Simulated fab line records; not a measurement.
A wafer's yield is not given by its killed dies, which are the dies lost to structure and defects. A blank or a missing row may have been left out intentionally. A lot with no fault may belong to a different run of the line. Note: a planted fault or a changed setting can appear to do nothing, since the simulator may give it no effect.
Chamber matching :: flow n5 finfet :: N5_BEOL_M6_ETCH_72 on rie diel-05 has 4 sister chambers
The step etches underlayer in N2/H2, target depth 6.5 nm, time 5.2 s. 4 wafers are shown with their chamber, then 7 later ones without.

== WAFERS, EACH WITH ITS CHAMBER ==
wafer: L083.4
chamber: 1
showerhead plenum p Torr (Torr): 2.47

wafer: L085.3
chamber: 2
showerhead plenum p Torr (Torr): 2.52

wafer: L084.2
chamber: 3
showerhead plenum p Torr (Torr): 2.47

wafer: L084.4
chamber: 0
showerhead plenum p Torr (Torr): 2.54

== WAFERS WITH NO CHAMBER GIVEN ==
wafer: L084.5
showerhead plenum p Torr (Torr): 2.47

wafer: L088.3
showerhead plenum p Torr (Torr): 2.54

wafer: L088.5
showerhead plenum p Torr (Torr): 2.54

wafer: L088.6
showerhead plenum p Torr (Torr): 2.47

wafer: L096.2
showerhead plenum p Torr (Torr): 2.51

wafer: L096.3
showerhead plenum p Torr (Torr): 2.46

wafer: L096.4
showerhead plenum p Torr (Torr): 2.46

== EACH ONE'S CHAMBER ==
wafer: L084.5
from the rows above: can't be placed: 1 or 3
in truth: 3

wafer: L088.3
from the rows above: 0
in truth: 0

wafer: L088.5
from the rows above: 0
in truth: 0

wafer: L088.6
from the rows above: can't be placed: 1 or 3
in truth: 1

wafer: L096.2
from the rows above: 2
in truth: 2

wafer: L096.3
from the rows above: can't be placed: 1 or 3
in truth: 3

wafer: L096.4
from the rows above: can't be placed: 1 or 3
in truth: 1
3 of 7 placed correctly. Unplaceable from these rows: 4, with the true chamber sitting among the candidates in 4. Placed wrongly: 0.
How it was worked out, from the rows above alone: a wafer's distance from a chamber is the root of the sum, over the readings, of the square of ((its reading less the chamber's mean) divided by the reading's scatter). The wafer belongs to the nearest chamber; if the next one is less than 2 further off, it can't be placed. Each chamber's mean is taken over the wafers shown for it. The scatter: root of mean squared gap, hidden wafer to nearest shown wafer, with one shown wafer a chamber.
